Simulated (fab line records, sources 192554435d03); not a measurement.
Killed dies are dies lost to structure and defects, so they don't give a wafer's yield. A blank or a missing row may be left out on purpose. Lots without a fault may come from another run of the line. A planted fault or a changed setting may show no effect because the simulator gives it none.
Split-lot experiment | flow n5_finfet | 7 lots, 39 wafers read, on a route of 1938 steps

THE SPLIT
At N5_DUMMY_GATE_HM_DEP_06 (deposits SiNx from DCS/NH3, target thk 80 nm, time 5141 s), the setting target_thk_a was moved away from the recipe's 800 angstrom on 18 of the 39 wafers read, by -11.0% to +5.5%. The other wafers ran this setting at the recipe's value.

The reading is taken at the split's own step.

THE READING
SiNx_of_DUMMY_GATE_HM_DEP_06.thk_nm (the simulator's own value, which no gauge read), in nm, at N5_DUMMY_GATE_HM_DEP_06 (deposits SiNx from DCS/NH3, target thk 80 nm, time 5141 s). The file gives no usual value for it. The 21 wafers here that ran the recipe average 79.1 nm, standard deviation 0.83 nm.

wafer  | tool, chamber at the split | target_thk_a as run, angstrom | against the recipe | SiNx_of_DUMMY_GATE_HM_DEP_06.thk_nm, nm | against lot-mates on the recipe
L076.1 | -, -                       | 800                           | recipe             | 77.8                                    | -
L076.5 | -, -                       | 800                           | recipe             | 77.8                                    | -
L076.6 | -, -                       | 800                           | recipe             | 77.8                                    | -
L076.2 | -, -                       | 800                           | recipe             | 78.8                                    | -
L076.3 | -, -                       | 800                           | recipe             | 78.2                                    | -
L076.4 | -, -                       | 800                           | recipe             | 78                                      | -
L086.1 | -, -                       | 800                           | recipe             | 79.6                                    | -
L086.2 | -, -                       | 800                           | recipe             | 79.8                                    | -
L086.3 | -, -                       | 800                           | recipe             | 80.4                                    | -
L086.5 | -, -                       | 800                           | recipe             | 80.4                                    | -
L086.6 | -, -                       | 800                           | recipe             | 80.4                                    | -
L086.4 | -, -                       | 800                           | recipe             | 80.2                                    | -
L087.1 | -, -                       | 722.5                         | -9.7%              | 72.8                                    | no lot-mate on the recipe
L087.2 | -, -                       | 722.5                         | -9.7%              | 72.2                                    | no lot-mate on the recipe
L087.3 | -, -                       | 722.5                         | -9.7%              | 72.6                                    | no lot-mate on the recipe
L087.4 | -, -                       | 722.5                         | -9.7%              | 72.6                                    | no lot-mate on the recipe
L087.5 | -, -                       | 722.5                         | -9.7%              | 72.6                                    | no lot-mate on the recipe
L087.6 | -, -                       | 722.5                         | -9.7%              | 72.4                                    | no lot-mate on the recipe
L089.1 | -, -                       | 711.8                         | -11.0%             | 70.8                                    | no lot-mate on the recipe
L089.2 | -, -                       | 711.8                         | -11.0%             | 70.8                                    | no lot-mate on the recipe
L089.4 | -, -                       | 711.8                         | -11.0%             | 70.8                                    | no lot-mate on the recipe
L089.6 | -, -                       | 711.8                         | -11.0%             | 70.8                                    | no lot-mate on the recipe
L089.3 | -, -                       | 711.8                         | -11.0%             | 71                                      | no lot-mate on the recipe
L089.5 | -, -                       | 711.8                         | -11.0%             | 71.4                                    | no lot-mate on the recipe
L092.2 | lpcvd-02, 1/20             | 800                           | recipe             | 79.2                                    | -
L092.3 | lpcvd-02, 1/25             | 800                           | recipe             | 79.4                                    | -
L092.4 | lpcvd-02, 1/29             | 800                           | recipe             | 79                                      | -
L094.1 | -, -                       | 800                           | recipe             | 79.4                                    | -
L094.2 | -, -                       | 800                           | recipe             | 78.8                                    | -
L094.3 | -, -                       | 800                           | recipe             | 79.2                                    | -
L094.4 | -, -                       | 800                           | recipe             | 79.2                                    | -
L094.5 | -, -                       | 800                           | recipe             | 79                                      | -
L094.6 | -, -                       | 800                           | recipe             | 79                                      | -
L095.1 | -, -                       | 843.9                         | +5.5%              | 83.8                                    | no lot-mate on the recipe
L095.4 | -, -                       | 843.9                         | +5.5%              | 83.8                                    | no lot-mate on the recipe
L095.2 | -, -                       | 843.9                         | +5.5%              | 83.4                                    | no lot-mate on the recipe
L095.3 | -, -                       | 843.9                         | +5.5%              | 84.2                                    | no lot-mate on the recipe
L095.5 | -, -                       | 843.9                         | +5.5%              | 83.2                                    | no lot-mate on the recipe
L095.6 | -, -                       | 843.9                         | +5.5%              | 84                                      | no lot-mate on the recipe

THE FIT
A straight line over all 39 wafers: SiNx_of_DUMMY_GATE_HM_DEP_06.thk_nm changes by +0.741 nm for each +1% of target_thk_a; r = +0.99; the points scatter about the line by 0.71 nm.
Too few moved wafers have a lot-mate on the recipe to fit a line with each lot's own level taken away.

THE FILE'S OWN FIT
SiNx_of_DUMMY_GATE_HM_DEP_06.thk_nm changes by +0.741 nm for each +1% of target_thk_a, r = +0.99.
